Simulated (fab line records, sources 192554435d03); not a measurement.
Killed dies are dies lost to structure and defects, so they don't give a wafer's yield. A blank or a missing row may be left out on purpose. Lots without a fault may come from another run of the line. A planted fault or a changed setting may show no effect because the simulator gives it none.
A struck lot beside a sound one | flow n5_finfet | 21 steps out of a route of 1938
Sound: wafers L387.2, L387.4, L387.6. Struck: wafer L394.3. The cause comes at the end.
At each step with rows: each side's tool, then ch and its chambers, then its first start. Under that, the readings that differ: sound wafers | struck wafers | difference of the means | sigmas: that difference in standard deviations of wafers without a fault.
alike: readings whose means differ by less than 2 such deviations, and words and numbers that are the same on both sides. not compared: withheld readings, readings that some wafer has no value for, bounds like >300 that may hide the same value, and numbers for which the record gives no deviation and whose values overlap.
The two part at a step that has a row with sigmas, a row that says differs or no value, or rows on one side only. Numbers that don't overlap but have no deviation are shown without sigmas and don't part them. A reading that every wafer of one side lacks parts them only if that side has two wafers or more.

first, 6 steps without rows for these wafers: N5_BEOL_M1_COAT_22 (resist thk 30 nm); N5_BEOL_M1_EBR_24; N5_BEOL_M1_SOFTBAKE_23 (time 60 s); N5_BEOL_M1_EXPOSE_25 (exposes mask V0, defocus 5 nm, target cd 24 nm); N5_BEOL_M1_PEB_26 (peb time 60 s); N5_BEOL_M1_DEVELOP_27 (develop time 30 s).
N5_BEOL_M1_CD_MEAS_28: target cd y 23.3 nm.
  sound on cd_sem-03 ch 0, day 6 06:43; struck on cd_sem-02 ch 0, day 8 03:04
  alike: cd_nm
N5_BEOL_M1_OVL_MEAS_29:
  sound on overlay-02 ch 0, day 6 06:46; struck on overlay-02 ch 0, day 8 03:06
  alike: V0_OVL
N5_BEOL_M1_INSPECT_30: inspects for defects (brightfield).
  sound on defect_inspect-01, day 6 06:49; struck on defect_inspect-01, day 8 03:09
  alike: raw_defect_count
N5_BEOL_M1_DESCUM_33: chemistry O2, time 7 s.
  sound on rie_diel-01 ch 2,3, day 6 06:50; struck on rie_diel-06 ch 2, day 8 03:52
  reading               | sound          | struck | difference | sigmas
  oes_product_au (a.u.) | 0.70 0.79 0.70 | 0.93   | +0.20      | +3
  alike: drypump_motor_current_A, rf_vpp_V, showerhead_plenum_p_Torr, temp_c, throttle_valve_pct
  not compared: rf_hours_counter_h
N5_BEOL_M1_ETCH_77: etches underlayer in N2/H2, target depth 6.5 nm, time 5.2 s.
  sound on rie_diel-01 ch 2,3, day 6 06:53; struck on rie_diel-06 ch 2, day 8 03:54
  reading               | sound          | struck | difference | sigmas
  oes_product_au (a.u.) | 0.60 0.65 0.60 | 0.80   | +0.18      | +3
  alike: drypump_motor_current_A, etch_rf_on_time_s, rf_vpp_V, showerhead_plenum_p_Torr, throttle_valve_pct
  not compared: rf_hours_counter_h
N5_BEOL_M1_ETCH_69: etches SiARC in CF4, target depth 15.6 nm, time 26 s.
  sound on rie_diel-01 ch 2,3, day 6 06:54; struck on rie_diel-06 ch 2, day 8 03:55
  reading               | sound             | struck | difference | sigmas
  etch_rf_on_time_s (s) | 26.7 26.9 26.3    | 25.2   | -1.4       | -2
  oes_product_au (a.u.) | 0.59 0.66 0.60    | 0.81   | +0.19      | +3
  rf_vpp_V (V)          | 182.8 184.9 184.4 | 186.9  | +2.9       | +2
  alike: drypump_motor_current_A, showerhead_plenum_p_Torr, throttle_valve_pct
  not compared: rf_hours_counter_h
N5_BEOL_M1_ALD_98: deposits SiO2, target thk 2.5 nm, pulse time 1 s, co reactant pulse time 1 s.
  sound on ald_sin-01 ch 1,3, day 6 06:59; struck on ald_sin-02 ch 3, day 8 04:00
  reading                                  | sound       | struck | difference | sigmas
  ald_cycles                               | 17 17 17    | 13     | -4         |
  model.SiO2_of_BEOL_M1_ALD_98.thk_nm (nm) | 2.4 2.4 2.4 | 2      | +0         |
  alike: heater_power_w, precursor_pulse_height_rel
N5_BEOL_M1_ETCHBACK_99: etches SiO2 in CHF3, target depth 5 nm, time 10.4 s.
  sound on rie_diel-04 ch 0,2,3, day 6 11:35; struck on rie_diel-01 ch 1, day 8 14:29
  alike: drypump_motor_current_A, oes_ar_750_au, oes_product_au, rf_vpp_V, showerhead_plenum_p_Torr, throttle_valve_pct
  not compared: rf_hours_counter_h
N5_BEOL_M1_ETCH_70: etches SOC in N2/H2, target depth 80 nm, overetch 16 nm, time 120 s.
  sound on rie_diel-04 ch 0,2,3, day 6 11:37; struck on rie_diel-01 ch 1, day 8 14:31
  reading    | sound             | struck | difference | sigmas
  temp_c (C) | 39.93 39.92 39.81 | 40.10  | +0.21      | +2
  alike: drypump_motor_current_A, oes_product_au, rf_vpp_V, showerhead_plenum_p_Torr, throttle_valve_pct
  not compared: rf_hours_counter_h
then, 2 steps without rows for these wafers: N5_BEOL_M1_STRIP_71 (strips in N2/H2); N5_BEOL_M1_STRIP_78 (strips in N2/H2).
N5_BEOL_M1_VIA_ETCH_34: etches the open film in C4F6/O2, target depth 67.8 nm, time 64.4 s.
  sound on rie_diel-04 ch 0,2,3, day 6 11:43; struck on rie_diel-01 ch 1, day 8 14:37
  reading                  | sound        | struck | difference | sigmas
  model.BEOL_M1.cd_nm (nm) | 18 17.6 17.8 | 19     | +1         |
  alike: drypump_motor_current_A, oes_ar_750_au, oes_product_au, rf_vpp_V, showerhead_plenum_p_Torr, throttle_valve_pct
  not compared: rf_hours_counter_h
then, 1 step without rows for these wafers: N5_BEOL_M1_STRIP_83 (strips in C4F6/O2).
-- the record jumps here: 2 days lie between the struck wafers' starts before and after (it left off in module BEOL_M1 and takes up again in module BEOL_M4, whose first step shown is number 1111 of the route) --
N5_BEOL_M4_RC_MEAS_101:
  sound on prober-02 ch 0, day 8 04:31; struck on prober-01 ch 0, day 10 15:46
  alike: DIBL_N, DIBL_P, IOFF_N, IOFF_P, ION_N, ION_P, SS_N, SS_P, VT_N, VT_P
then, 1 step without rows for these wafers: N5_PASSIVATION_PROBE_49.

WHERE THEY PART
First at N5_BEOL_M1_DESCUM_33; last, within this record, at N5_BEOL_M1_ETCH_70. Later steps at which nothing parts them and some readings are alike: N5_BEOL_M1_VIA_ETCH_34, N5_BEOL_M4_RC_MEAS_101.

WHY: what the simulator had put in
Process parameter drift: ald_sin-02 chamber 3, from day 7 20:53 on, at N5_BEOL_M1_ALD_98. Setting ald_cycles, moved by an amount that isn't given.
